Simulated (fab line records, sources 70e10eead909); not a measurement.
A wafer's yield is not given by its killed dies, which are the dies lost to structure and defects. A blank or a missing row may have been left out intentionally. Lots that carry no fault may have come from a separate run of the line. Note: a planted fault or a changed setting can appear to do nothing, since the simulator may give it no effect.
Which tool is to blame? / flow nand_harc / 36 wafers from 12 lots sampled at 7 of the route's 1302 steps

## WHAT THE GAUGES SHOWED, per wafer
NHARC_P_M1_CD_MEAS_09: the cd target is 130 nm.
lot=L983; measured=day 6 09:41; on=cd_sem-03; cd_nm (nm)=128.6 128.6 128.8
lot=L984; measured=day 6 13:10; on=cd_sem-03; cd_nm (nm)=129.7 129.3 130.5
lot=L985; measured=day 7 03:08; on=cd_sem-01; cd_nm (nm)=129.3 128.6 129.1
lot=L990; measured=day 9 15:11; on=cd_sem-02; cd_nm (nm)=130.0 129.5 128.9
lot=L992; measured=day 10 01:34; on=cd_sem-03; cd_nm (nm)=129.8 130.2 130.2
lot=L995; measured=day 11 08:28; on=cd_sem-01; cd_nm (nm)=147.2 147.9 147.0
lot=L996; measured=day 11 13:07; on=cd_sem-02; cd_nm (nm)=145.0 145.5 145.3
lot=L997; measured=day 12 05:26; on=cd_sem-01; cd_nm (nm)=143.7 143.9 143.4
lot=L999; measured=day 13 02:59; on=cd_sem-03; cd_nm (nm)=143.6 143.9 143.8
lot=L103; measured=day 14 16:48; on=cd_sem-03; cd_nm (nm)=129.8 130.0 130.4
lot=L104; measured=day 14 20:16; on=cd_sem-02; cd_nm (nm)=129.8 130.0 129.7
lot=L106; measured=day 15 18:59; on=cd_sem-01; cd_nm (nm)=130.3 130.0 129.8

NHARC_P_M1_CD_MEAS_16.
lot=L983; measured=day 6 10:10; on=cd_sem-02; cd_nm (nm)=128.6 129.0 128.7
lot=L984; measured=day 6 13:40; on=cd_sem-02; cd_nm (nm)=129.5 128.8 130.4
lot=L985; measured=day 7 03:37; on=cd_sem-01; cd_nm (nm)=129.8 128.2 129.2
lot=L990; measured=day 9 15:40; on=cd_sem-03; cd_nm (nm)=130.2 129.5 128.5
lot=L992; measured=day 10 02:03; on=cd_sem-03; cd_nm (nm)=129.1 129.7 130.2
lot=L995; measured=day 11 08:57; on=cd_sem-03; cd_nm (nm)=147.1 148.1 146.3
lot=L996; measured=day 11 13:36; on=cd_sem-01; cd_nm (nm)=144.4 144.5 145.6
lot=L997; measured=day 12 05:59; on=cd_sem-03; cd_nm (nm)=142.5 143.4 142.6
lot=L999; measured=day 13 03:29; on=cd_sem-02; cd_nm (nm)=143.5 142.9 143.1
lot=L103; measured=day 14 17:17; on=cd_sem-01; cd_nm (nm)=130.1 130.0 130.2
lot=L104; measured=day 14 20:48; on=cd_sem-02; cd_nm (nm)=130.2 130.6 129.3
lot=L106; measured=day 15 19:31; on=cd_sem-02; cd_nm (nm)=130.1 130.0 130.6

NHARC_END_SORT_01.
lot=L983; measured=day 24 13:49; on=prober-02; defect_limited_yield (%)=98.2 96.6 96.5; killed_at_array=8 19 17; killed_at_other=0 1 1; killed_at_periphery=4 3 6; killed_dies=12 23 24; killed_open=3 2 3; killed_short=1 3 3
lot=L985; measured=day 25 01:04; on=prober-01; defect_limited_yield (%)=95.1 95.1 93.8; killed_at_array=29 31 35; killed_at_other=0 0 0; killed_at_periphery=4 2 7; killed_dies=33 33 42; killed_open=4 3 4; killed_short=2 3 3
lot=L990; measured=day 27 22:08; on=prober-01; defect_limited_yield (%)=90.7 88.8 91.0; killed_at_array=58 70 59; killed_at_other=1 2 0; killed_at_periphery=4 4 2; killed_dies=63 76 61; killed_open=4 4 0; killed_short=1 4 2
lot=L992; measured=day 27 21:23; on=prober-02; defect_limited_yield (%)=92.0 91.0 90.5; killed_at_array=51 53 61; killed_at_other=1 2 2; killed_at_periphery=2 6 1; killed_dies=54 61 64; killed_open=6 4 3; killed_short=2 5 7
lot=L995; measured=day 29 19:04; on=prober-01; defect_limited_yield (%)=90.8 90.5 90.8; killed_at_array=59 62 60; killed_at_other=1 1 0; killed_at_periphery=2 1 2; killed_dies=62 64 62; killed_open=3 4 0; killed_short=0 2 5
lot=L996; measured=day 30 04:56; on=prober-02; defect_limited_yield (%)=87.1 88.5 88.9; killed_at_array=84 76 71; killed_at_other=0 0 0; killed_at_periphery=3 2 4; killed_dies=87 78 75; killed_open=4 5 3; killed_short=1 2 3
lot=L999; measured=day 31 16:59; on=prober-02; defect_limited_yield (%)=90.8 90.7 91.1; killed_at_array=60 58 55; killed_at_other=0 0 1; killed_at_periphery=2 5 4; killed_dies=62 63 60; killed_open=1 7 3; killed_short=3 3 2

## WHICH TOOL RAN EACH LOT (tool, then ch and the chambers of the sampled wafers, then the start)
lot=L983; NHARC_P_M0_PRE_CLEAN_29=pvd_sputter-02, day 6 07:56 or earlier; NHARC_P_M0_CMP_23=cmp-02 ch 0,1,2, day 6 07:56; NHARC_P_M1_EXPOSE_06=arfi_scanner-03 ch 0, day 6 09:32; NHARC_P_M1_DESCUM_14=rie_diel-02 ch 2,3, day 6 09:52
lot=L984; NHARC_P_M0_PRE_CLEAN_29=pvd_sputter-02, day 6 11:17 or earlier; NHARC_P_M0_CMP_23=cmp-04 ch 0,2,3, day 6 11:17; NHARC_P_M1_EXPOSE_06=arfi_scanner-02 ch 0, day 6 13:02; NHARC_P_M1_DESCUM_14=rie_diel-10 ch 1,2,3, day 6 13:22
lot=L985; NHARC_P_M0_PRE_CLEAN_29=pvd_sputter-01, day 7 01:24 or earlier; NHARC_P_M0_CMP_23=cmp-01 ch 0,2,3, day 7 01:24; NHARC_P_M1_EXPOSE_06=arfi_scanner-02 ch 0, day 7 02:59; NHARC_P_M1_DESCUM_14=rie_diel-10 ch 0,1,2, day 7 03:19
lot=L990; NHARC_P_M0_PRE_CLEAN_29=pvd_sputter-03, day 9 12:05; NHARC_P_M0_CMP_23=cmp-01 ch 0,1, day 9 13:20; NHARC_P_M1_EXPOSE_06=arfi_scanner-03 ch 0, day 9 15:03; NHARC_P_M1_DESCUM_14=rie_diel-06 ch 0,3, day 9 15:22
lot=L992; NHARC_P_M0_PRE_CLEAN_29=pvd_sputter-01, day 9 23:43 or earlier; NHARC_P_M0_CMP_23=cmp-04 ch 0,1,3, day 9 23:43; NHARC_P_M1_EXPOSE_06=arfi_scanner-02 ch 0, day 10 01:25; NHARC_P_M1_DESCUM_14=rie_diel-06 ch 0,1,2, day 10 01:44
lot=L995; NHARC_P_M0_PRE_CLEAN_29=pvd_sputter-03, day 11 06:43 or earlier; NHARC_P_M0_CMP_23=cmp-04 ch 1,2, day 11 06:43; NHARC_P_M1_EXPOSE_06=arfi_scanner-03 ch 0, day 11 08:20; NHARC_P_M1_DESCUM_14=rie_diel-06 ch 1,2, day 11 08:38
lot=L996; NHARC_P_M0_PRE_CLEAN_29=pvd_sputter-01, day 11 11:23 or earlier; NHARC_P_M0_CMP_23=cmp-02 ch 1,2, day 11 11:23; NHARC_P_M1_EXPOSE_06=arfi_scanner-03 ch 0, day 11 12:58; NHARC_P_M1_DESCUM_14=rie_diel-06 ch 0,1,2, day 11 13:18
lot=L997; NHARC_P_M0_PRE_CLEAN_29=pvd_sputter-02, day 12 03:30 or earlier; NHARC_P_M0_CMP_23=cmp-04 ch 2,3, day 12 03:30; NHARC_P_M1_EXPOSE_06=arfi_scanner-03 ch 0, day 12 05:17; NHARC_P_M1_DESCUM_14=rie_diel-02 ch 2,3, day 12 05:37
lot=L999; NHARC_P_M0_PRE_CLEAN_29=pvd_sputter-03, day 13 01:20 or earlier; NHARC_P_M0_CMP_23=cmp-04 ch 0,1,3, day 13 01:20; NHARC_P_M1_EXPOSE_06=arfi_scanner-03 ch 0, day 13 02:52; NHARC_P_M1_DESCUM_14=rie_diel-06 ch 2,3, day 13 03:11
lot=L103; NHARC_P_M0_PRE_CLEAN_29=pvd_sputter-02, day 14 14:55 or earlier; NHARC_P_M0_CMP_23=cmp-02 ch 1,2, day 14 14:55; NHARC_P_M1_EXPOSE_06=arfi_scanner-01 ch 0, day 14 16:40; NHARC_P_M1_DESCUM_14=rie_diel-10 ch 1,3, day 14 17:00
lot=L104; NHARC_P_M0_PRE_CLEAN_29=pvd_sputter-03, day 14 18:22 or earlier; NHARC_P_M0_CMP_23=cmp-01 ch 0,1, day 14 18:22; NHARC_P_M1_EXPOSE_06=arfi_scanner-02 ch 0, day 14 20:08; NHARC_P_M1_DESCUM_14=rie_diel-06 ch 0,1,2, day 14 20:28
lot=L106; NHARC_P_M0_PRE_CLEAN_29=pvd_sputter-01, day 15 17:10 or earlier; NHARC_P_M0_CMP_23=cmp-04 ch 1,2,3, day 15 17:10; NHARC_P_M1_EXPOSE_06=arfi_scanner-02 ch 0, day 15 18:50; NHARC_P_M1_DESCUM_14=rie_diel-06 ch 1,2, day 15 19:10
- NHARC_P_M0_PRE_CLEAN_29: time 30 s.
- NHARC_P_M0_CMP_23: polishes, t overpolish 20 s, target thk 117.54 nm.
- NHARC_P_M1_EXPOSE_06: exposes mask P M1, target cd 130 nm.
- NHARC_P_M1_DESCUM_14: chemistry O2, time 3 s.

## AS READ BY THE TOOLS THEMSELVES (means over the sampled wafers that have a number; for cases with no such wafer, the mark the record gives instead)
NHARC_P_M0_PRE_CLEAN_29.
lot=L983; tool=pvd_sputter-02; heater_power_w (W)=391
lot=L984; tool=pvd_sputter-02; heater_power_w (W)=439
lot=L985; tool=pvd_sputter-01; heater_power_w (W)=421
lot=L990; tool=pvd_sputter-03; heater_power_w (W)=349
lot=L992; tool=pvd_sputter-01; heater_power_w (W)=393
lot=L995; tool=pvd_sputter-03; heater_power_w (W)=401
lot=L996; tool=pvd_sputter-01; heater_power_w (W)=398
lot=L997; tool=pvd_sputter-02; heater_power_w (W)=385
lot=L999; tool=pvd_sputter-03; heater_power_w (W)=398
lot=L103; tool=pvd_sputter-02; heater_power_w (W)=393
lot=L104; tool=pvd_sputter-03; heater_power_w (W)=372
lot=L106; tool=pvd_sputter-01; heater_power_w (W)=393

NHARC_P_M0_CMP_23.
lot=L983; tool=cmp-02; motor_current_A (A)=13.5; time_to_endpoint_s (s)=26.4
lot=L984; tool=cmp-04; motor_current_A (A)=12.5; time_to_endpoint_s (s)=28.6
lot=L985; tool=cmp-01; motor_current_A (A)=12.1; time_to_endpoint_s (s)=29.9
lot=L990; tool=cmp-01; motor_current_A (A)=12.4; time_to_endpoint_s (s)=28.9
lot=L992; tool=cmp-04; motor_current_A (A)=12.8; time_to_endpoint_s (s)=29.4
lot=L995; tool=cmp-04; motor_current_A (A)=12.1; time_to_endpoint_s (s)=28.4
lot=L996; tool=cmp-02; motor_current_A (A)=13.4; time_to_endpoint_s (s)=29.7
lot=L997; tool=cmp-04; motor_current_A (A)=12.8; time_to_endpoint_s (s)=29.3
lot=L999; tool=cmp-04; motor_current_A (A)=13.1; time_to_endpoint_s (s)=29.9
lot=L103; tool=cmp-02; motor_current_A (A)=13.5; time_to_endpoint_s (s)=28.6
lot=L104; tool=cmp-01; motor_current_A (A)=12.1; time_to_endpoint_s (s)=28.4
lot=L106; tool=cmp-04; motor_current_A (A)=13.0; time_to_endpoint_s (s)=30.2

NHARC_P_M1_EXPOSE_06.
lot=L983 tool=arfi_scanner-03 exposure_dose_mJ_cm2=81.91
lot=L984 tool=arfi_scanner-02 exposure_dose_mJ_cm2=81.84
lot=L985 tool=arfi_scanner-02 exposure_dose_mJ_cm2=81.90
lot=L990 tool=arfi_scanner-03 exposure_dose_mJ_cm2=81.88
lot=L992 tool=arfi_scanner-02 exposure_dose_mJ_cm2=81.89
lot=L995 tool=arfi_scanner-03 exposure_dose_mJ_cm2=110.40
lot=L996 tool=arfi_scanner-03 exposure_dose_mJ_cm2=104.67
lot=L997 tool=arfi_scanner-03 exposure_dose_mJ_cm2=102.19
lot=L999 tool=arfi_scanner-03 exposure_dose_mJ_cm2=102.30
lot=L103 tool=arfi_scanner-01 exposure_dose_mJ_cm2=81.97
lot=L104 tool=arfi_scanner-02 exposure_dose_mJ_cm2=81.89
lot=L106 tool=arfi_scanner-02 exposure_dose_mJ_cm2=81.75

NHARC_P_M1_DESCUM_14.
lot=L983; tool=rie_diel-02; drypump_motor_current_A (A)=6.33; oes_product_au (a.u.)=0.990; rf_vpp_V (V)=57.5; showerhead_plenum_p_Torr (Torr)=1.94; throttle_valve_pct (%)=11.321
lot=L984; tool=rie_diel-10; drypump_motor_current_A (A)=5.53; oes_product_au (a.u.)=0.998; rf_vpp_V (V)=58.2; showerhead_plenum_p_Torr (Torr)=1.94; throttle_valve_pct (%)=11.314
lot=L985; tool=rie_diel-10; drypump_motor_current_A (A)=5.62; oes_product_au (a.u.)=0.995; rf_vpp_V (V)=58.5; showerhead_plenum_p_Torr (Torr)=1.99; throttle_valve_pct (%)=11.316
lot=L990; tool=rie_diel-06; drypump_motor_current_A (A)=5.57; oes_product_au (a.u.)=1.002; rf_vpp_V (V)=58.4; showerhead_plenum_p_Torr (Torr)=1.97; throttle_valve_pct (%)=11.306
lot=L992; tool=rie_diel-06; drypump_motor_current_A (A)=5.46; oes_product_au (a.u.)=1.000; rf_vpp_V (V)=58.4; showerhead_plenum_p_Torr (Torr)=1.97; throttle_valve_pct (%)=11.317
lot=L995; tool=rie_diel-06; drypump_motor_current_A (A)=5.43; oes_product_au (a.u.)=0.993; rf_vpp_V (V)=57.5; showerhead_plenum_p_Torr (Torr)=1.89; throttle_valve_pct (%)=11.311
lot=L996; tool=rie_diel-06; drypump_motor_current_A (A)=5.45; oes_product_au (a.u.)=1.001; rf_vpp_V (V)=57.8; showerhead_plenum_p_Torr (Torr)=1.97; throttle_valve_pct (%)=11.320
lot=L997; tool=rie_diel-02; drypump_motor_current_A (A)=6.34; oes_product_au (a.u.)=1.004; rf_vpp_V (V)=58.1; showerhead_plenum_p_Torr (Torr)=1.93; throttle_valve_pct (%)=11.315
lot=L999; tool=rie_diel-06; drypump_motor_current_A (A)=5.73; oes_product_au (a.u.)=0.999; rf_vpp_V (V)=58.0; showerhead_plenum_p_Torr (Torr)=1.98; throttle_valve_pct (%)=11.309
lot=L103; tool=rie_diel-10; drypump_motor_current_A (A)=5.47; oes_product_au (a.u.)=0.996; rf_vpp_V (V)=57.5; showerhead_plenum_p_Torr (Torr)=1.87; throttle_valve_pct (%)=11.310
lot=L104; tool=rie_diel-06; drypump_motor_current_A (A)=5.46; oes_product_au (a.u.)=0.991; rf_vpp_V (V)=58.6; showerhead_plenum_p_Torr (Torr)=1.97; throttle_valve_pct (%)=11.312
lot=L106; tool=rie_diel-06; drypump_motor_current_A (A)=5.53; oes_product_au (a.u.)=0.997; rf_vpp_V (V)=58.9; showerhead_plenum_p_Torr (Torr)=1.98; throttle_valve_pct (%)=11.316

## THE ANSWER, worked out from the rows above alone
Rule: usual is defined by the lots themselves. Put in order of their means at a reading, lots are off if they are a third of the lots or fewer, leave a main group of 4 or more, and stand apart from it by a gap of 3 or more times the standard deviation of the main group's means; of several such gaps the widest counts. The tables above print the reading to a certain number of digits; a main group whose means all agree to those digits is not used. A lot without any number at a reading at which 4 lots or more have one is off too. Any other lot the step has rows for is counted as sound. First the gauges in route order, then the tools' own readings, where a lot's mean is used as printed above. At the first step where some lot is off, the reading lying furthest off is the one used; lots without a number count as furthest.
Off: L995, L996, L997, L999, at NHARC_P_M1_CD_MEAS_09 (cd_nm). The main group: mean 129.6 nm, standard deviation 0.5.
If a tool, at a process step before that reading, ran all the lots that are off and no sound lot after the first of them, it fits. The gauges at NHARC_P_M1_CD_MEAS_09 aren't tried: what is off there is off at NHARC_P_M1_EXPOSE_06 too, on other tools, and a gauge's error can't cause that. Because NHARC_P_M0_PRE_CLEAN_29 lacks a start for some lots, the hours and order of its lots are taken from NHARC_P_M0_CMP_23. One fits: arfi_scanner-03 at NHARC_P_M1_EXPOSE_06. Its last sound lot is L990 (day 9 15:03), its first lot that is off L995 (day 11 08:20): a fault that began between those two fits.
On the lots that are off, the tool's own readings at NHARC_P_M1_EXPOSE_06 differ by more than 5 times the standard deviation of the sound lots' means, which bears it out; exposure_dose_mJ_cm2 reads 104.89 there versus 81.88 on the sound lots.

## WHAT HAD BEEN PUT IN BY THE SIMULATOR
Drift in process parameters on arfi_scanner-03 at NHARC_P_M1_EXPOSE_06, starting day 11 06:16. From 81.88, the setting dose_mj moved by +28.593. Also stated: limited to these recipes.
Shown lots that were struck: L995, L996, L997, L999. Same finding as the rule above.
